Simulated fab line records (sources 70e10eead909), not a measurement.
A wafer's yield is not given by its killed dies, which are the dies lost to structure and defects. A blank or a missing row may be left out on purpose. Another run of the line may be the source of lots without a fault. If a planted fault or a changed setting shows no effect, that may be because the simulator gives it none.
Struck lot and sound lot, side by side -- flow nandHarc -- 14 out of 1302 route steps
Sound: these wafers, L640.1, L640.2, L640.5. Struck: wafer L638.4 (left out: L638.2, L638.3 of the same lot, which were not struck); the cause appears at the end.
Per side, at each step with rows, come the tool, then ch with its chambers, and then its first start. Under that, the readings that differ: sound wafers -- struck wafers -- difference of the means -- sigmas: that difference in standard deviations of wafers without a fault.
alike: words and numbers the same on both sides, and readings whose means are apart by under 2 such deviations; not compared: readings that were withheld, readings missing a value for some wafer, numbers with overlapping values and no deviation given by the record, and bounds like >300 which may hide the same value.
A row with sigmas, a row that says differs or no value, or rows on one side alone: a step with any of these is where the two part. Numbers that have no deviation but don't overlap get no sigmas and don't part them. A reading that every wafer of one side lacks parts them only if that side has two wafers or more.

first, 2 steps without rows for these wafers: NHARC_A_SOURCE_PLATE_SRD_01; NHARC_A_SOURCE_PLATE_OXIDE_02 (material SiO2, target thk 10 nm, ox time 1362 s).
NHARC_A_SOURCE_PLATE_THK_MEAS_09: measures by ellipsometry.
  struck on filmMetro-01, day 12 00:33; sound on filmMetro-02, day 13 09:34
  alike: thkNm
then, 3 steps without rows for these wafers: NHARC_A_SOURCE_PLATE_PVD_04 (deposits WSi2, target thk 50 nm); NHARC_A_SOURCE_PLATE_CVD_03 (deposits poly-Si, target thk 200 nm, time 4000 s); NHARC_A_SOURCE_PLATE_ANNEAL_05 (time 1800 s).
NHARC_A_SOURCE_PLATE_THK_MEAS_06: measures by ellipsometry.
  struck on filmMetro-01, day 12 13:35; sound on filmMetro-02, day 13 22:20
reading,sound,struck,difference,sigmas
thkNm (nm),197.4 198.6 195.6,201.4,+4.2,+2
NHARC_A_SOURCE_PLATE_INSPECT_08:
  struck on defectInspect-01, day 12 13:41; sound on defectInspect-01, day 13 22:24
  alike: rawDefectCount
then NHARC_A_ONON_D1_DEP_00 (target thk 1000 nm), 1 step lacking rows for these wafers.
NHARC_A_ONON_D1_THK_MEAS_02: measures by ellipsometry.
  struck on filmMetro-02, day 12 14:16; sound on filmMetro-02, day 13 23:11
reading,sound,struck,difference,sigmas
thkNm (nm),1023 1023 1020,987,-35,-3
NHARC_A_ONON_D1_DEP_03: target thk 1000 nm.
  sound on pecvdOnon-02 ch 0, day 13 23:14; struck on pecvdOnon-03 ch 0, day 12 14:23
NHARC_A_ONON_D1_THK_MEAS_05: measures by ellipsometry.
  struck on filmMetro-02, day 12 14:50; sound on filmMetro-02, day 13 23:45
reading,sound,struck,difference,sigmas
thkNm (nm),990 992 994,639,-353,-39
then NHARC_A_ONON_D1_DEP_06 (target thk 1000 nm), 1 step lacking rows for these wafers.
-- jump in the record: it breaks off in module A_ONON_D1 and resumes in module END (first step shown: number 1302 of the route), and 17 days separate the struck wafers' starts before and after --
NHARC_END_SORT_01:
  only the struck wafers appear in the record here, on prober-01 ch 0 at day 29 05:13; the sound ones have no rows

## WHERE THEY PART
First at NHARC_A_SOURCE_PLATE_THK_MEAS_06; last, within this record, at NHARC_END_SORT_01.

WHY: whatever the simulator had introduced
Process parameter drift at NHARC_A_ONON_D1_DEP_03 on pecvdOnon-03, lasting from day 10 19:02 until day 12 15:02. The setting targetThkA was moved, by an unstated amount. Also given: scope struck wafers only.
